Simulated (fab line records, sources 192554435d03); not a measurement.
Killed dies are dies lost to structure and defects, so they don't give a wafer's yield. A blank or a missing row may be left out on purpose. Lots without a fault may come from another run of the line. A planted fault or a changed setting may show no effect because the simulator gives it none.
Chamber matching | flow n5_finfet | N5_BEOL_M8_DEP_56 on pecvd-02: 3 sister chambers
The step deposits SiCN from 3MS/NH3, target thk 10 nm, time 17.5 s. 6 wafers are shown with their chamber, then 12 later ones without.

WAFERS WITH THEIR CHAMBER
wafer  | chamber | throttle_valve_pct (%) | showerhead_plenum_p_Torr (Torr)
L088.1 | 1       | 9.4                    | 3.673
L088.2 | 0       | 9.2                    | 3.660
L088.3 | 2       | 8.8                    | 3.661
L088.4 | 2       | 8.7                    | 3.661
L088.5 | 0       | 9.4                    | 3.665
L088.6 | 1       | 9.6                    | 3.683

WAFERS WITHOUT THEIR CHAMBER
wafer  | throttle_valve_pct (%) | showerhead_plenum_p_Torr (Torr)
L093.1 | 9.1                    | 3.676
L093.2 | 9.5                    | 3.666
L093.3 | 9.0                    | 3.651
L093.4 | 9.0                    | 3.655
L093.5 | 8.8                    | 3.647
L093.6 | 9.3                    | 3.672
L095.1 | 9.6                    | 3.659
L095.2 | 9.4                    | 3.666
L095.3 | 9.0                    | 3.657
L097.2 | 9.0                    | 3.669
L097.4 | 9.0                    | 3.654
L097.5 | 9.3                    | 3.663

WHICH CHAMBER EACH WENT THROUGH
wafer  | from the rows above          | in truth
L093.1 | can't be placed: 1 or 0 or 2 | 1
L093.2 | can't be placed: 0 or 1      | 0
L093.3 | can't be placed: 2 or 0      | 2
L093.4 | can't be placed: 2 or 0      | 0
L093.5 | 2                            | 2
L093.6 | can't be placed: 0 or 1      | 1
L095.1 | can't be placed: 0 or 1      | 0
L095.2 | can't be placed: 0 or 1      | 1
L095.3 | can't be placed: 2 or 0      | 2
L097.2 | can't be placed: 2 or 0 or 1 | 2
L097.4 | can't be placed: 2 or 0      | 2
L097.5 | 0                            | 0
Placed correctly: 2 of 12. Can't be placed from these rows: 10 (the true chamber is among the candidates in 10). Placed wrongly: 0.
How it was worked out, from the rows above alone: a wafer's distance from a chamber is the root of the sum, over the readings, of the square of ((its reading less the chamber's mean) divided by the reading's scatter). The wafer belongs to the nearest chamber; if the next one is less than 2 further off, it can't be placed. A chamber's mean is the mean of its shown wafers. The scatter: the root of (the sum of the squares of (reading less its chamber's mean) over the shown wafers, divided by (wafers less chambers)).
